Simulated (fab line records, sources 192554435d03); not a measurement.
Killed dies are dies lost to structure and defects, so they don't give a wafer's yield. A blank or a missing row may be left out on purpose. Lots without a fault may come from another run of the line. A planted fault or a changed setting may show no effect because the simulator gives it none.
Chamber matching | flow n5_finfet | N5_BEOL_M1_STRIP_36 on rie_diel-04: 4 sister chambers
The step strips in N2/H2. 4 wafers are shown with their chamber, then 9 later ones without.

WAFERS WITH THEIR CHAMBER
wafer  | chamber | drypump_motor_current_A (A)
L084.5 | 1       | 5.3
L093.2 | 0       | 5.9
L093.3 | 3       | 6.3
L093.4 | 2       | 5.2

WAFERS WITHOUT THEIR CHAMBER
wafer  | drypump_motor_current_A (A)
L094.3 | 5.3
L094.4 | 5.9
L094.6 | 5.2
L096.2 | 6.2
L096.3 | 5.2
L096.5 | 5.3
L097.1 | 5.9
L097.4 | 6.2
L097.5 | 5.8

WHICH CHAMBER EACH WENT THROUGH
wafer  | from the rows above     | in truth
L094.3 | can't be placed: 1 or 2 | 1
L094.4 | 0                       | 0
L094.6 | can't be placed: 2 or 1 | 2
L096.2 | 3                       | 3
L096.3 | can't be placed: 2 or 1 | 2
L096.5 | can't be placed: 1 or 2 | 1
L097.1 | 0                       | 0
L097.4 | 3                       | 3
L097.5 | 0                       | 0
Placed correctly: 5 of 9. Can't be placed from these rows: 4 (the true chamber is among the candidates in 4). Placed wrongly: 0.
How it was worked out, from the rows above alone: a wafer's distance from a chamber is the root of the sum, over the readings, of the square of ((its reading less the chamber's mean) divided by the reading's scatter). The wafer belongs to the nearest chamber; if the next one is less than 2 further off, it can't be placed. A chamber's mean is the mean of its shown wafers. The scatter: with one shown wafer a chamber, the root of the mean of the squares of how far each hidden wafer lies from its nearest shown one.
